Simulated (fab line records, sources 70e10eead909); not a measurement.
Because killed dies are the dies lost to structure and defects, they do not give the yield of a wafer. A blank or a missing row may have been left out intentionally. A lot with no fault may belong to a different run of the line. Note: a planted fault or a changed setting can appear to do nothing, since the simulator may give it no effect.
Chamber matching | flow nand-harc | NHARC_A_M0_CMP_23 on cmp-02: 4 sister chambers
The step polishes, t overpolish 20 s, target thk 113.75 nm. 8 wafers are shown with their chamber, then 9 later ones without.

WAFERS PAIRED WITH THEIR CHAMBERS
wafer  | chamber | motor-current-A (A) | time-to-endpoint-s (s)
L084.1 | 3       | 11.4                | 27.1
L084.2 | 0       | 10.3                | 27.6
L091.3 | 0       | 10.8                | 27.8
L092.3 | 3       | 10.7                | 28.5
L092.5 | 1       | 10.4                | 26.0
L093.2 | 1       | 10.9                | 27.8
L093.4 | 2       | 12.6                | 26.4
L093.5 | 2       | 13.1                | 25.2

WAFERS MISSING THEIR CHAMBER
wafer  | motor-current-A (A) | time-to-endpoint-s (s)
L096.3 | 12.7                | 27.1
L096.4 | 10.2                | 26.7
L096.6 | 10.0                | 30.6
L095.3 | 10.4                | 27.4
L095.4 | 10.5                | 26.7
L095.5 | 10.6                | 30.1
L097.3 | 10.6                | 28.5
L097.5 | 11.1                | 27.3
L097.6 | 10.7                | 24.3

CHAMBER TAKEN BY EACH
wafer  | from the rows above          | in truth
L096.3 | 2                            | 2
L096.4 | can't be placed: 1 or 0 or 3 | 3
L096.6 | can't be placed: 0 or 3 or 1 | 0
L095.3 | can't be placed: 0 or 1 or 3 | 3
L095.4 | can't be placed: 1 or 0 or 3 | 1
L095.5 | can't be placed: 0 or 3 or 1 | 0
L097.3 | can't be placed: 0 or 3 or 1 | 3
L097.5 | can't be placed: 3 or 1 or 0 | 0
L097.6 | can't be placed: 1 or 0 or 3 | 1
1 of 9 placed correctly. Not placeable from these rows: 8 (in 8, the candidates include the true chamber). 0 placed wrongly.
How it was worked out, from the rows above alone: a wafer's distance from a chamber is the root of the sum, over the readings, of the square of ((its reading less the chamber's mean) divided by the reading's scatter). If the next closest chamber is less than 2 further off than the closest, the wafer can't be placed; otherwise it belongs to the closest. A chamber's mean is the mean of its shown wafers. The scatter: the root of (the sum of the squares of (reading less its chamber's mean) over the shown wafers, divided by (wafers less chambers)).
